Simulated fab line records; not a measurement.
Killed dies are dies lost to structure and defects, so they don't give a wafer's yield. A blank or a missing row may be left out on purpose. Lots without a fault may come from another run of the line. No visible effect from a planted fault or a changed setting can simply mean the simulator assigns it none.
Chamber matching ; flow n5-finfet ; 3 sister chambers for N5_BEOL_M0_SAQP_PECVD_04 on pecvd-01
The step deposits a-Si from SiH4/He, target thk 60 nm, time 60.2 s. 14 wafers are shown with their chamber, then 7 later ones without.

== WAFERS WITH THEIR CHAMBER ==
wafer;chamber;throttle-valve-pct (%);showerhead-plenum-p-Torr (Torr);heater-power-w (W)
L076.4;2;17.5;5.66;529
L076.5;0;19.0;5.62;593
L076.6;1;18.6;5.62;574
L080.2;2;17.8;5.65;507
L080.5;0;19.1;5.64;606
L080.6;2;17.7;5.66;528
L081.2;2;17.8;5.66;561
L081.3;1;18.7;5.63;606
L081.5;0;19.0;5.63;604
L083.2;2;17.6;5.65;543
L083.3;1;18.5;5.62;538
L083.6;2;17.9;5.67;551
L086.2;2;18.0;5.66;531
L086.3;1;18.6;5.63;544

SIGNATURES (means of the wafers above)
reading;chamber 0;chamber 1;chamber 2;scatter within a chamber
throttle-valve-pct;19.033;18.600;17.757;0.136
showerhead-plenum-p-Torr;5.6300;5.6250;5.6586;0.0073
heater-power-w;601.00;565.50;535.71;21.1
Rule: a wafer lies at a distance from a chamber equal to the root of the sum of squares, over the readings, of (its reading less the chamber's mean, divided by the reading's scatter). The wafer belongs to the nearest chamber; if the next one is less than 2 further off, it can't be placed. The scatter: take each reading less its chamber's mean, square it, sum over the shown wafers, divide by the number of wafers less the number of chambers, and take the root.

== WAFERS WHOSE CHAMBER IS MISSING ==
wafer;throttle-valve-pct (%);showerhead-plenum-p-Torr (Torr);heater-power-w (W)
L086.5;18.6;5.64;553
L089.1;18.5;5.62;600
L089.3;19.0;5.62;590
L089.6;19.4;5.63;574
L091.1;17.9;5.67;563
L091.3;18.7;5.62;568
L091.4;17.7;5.66;560

== THE CHAMBER EACH PASSED THROUGH ==
wafer;from the rows above;in truth
L086.5;1;1
L089.1;1;1
L089.3;can't be placed: 0 or 1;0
L089.6;0;0
L091.1;2;2
L091.3;1;1
L091.4;2;2
Placed correctly: 6 of 7. Unplaceable from these rows: 1, with the true chamber sitting among the candidates in 1. Wrongly placed: 0.
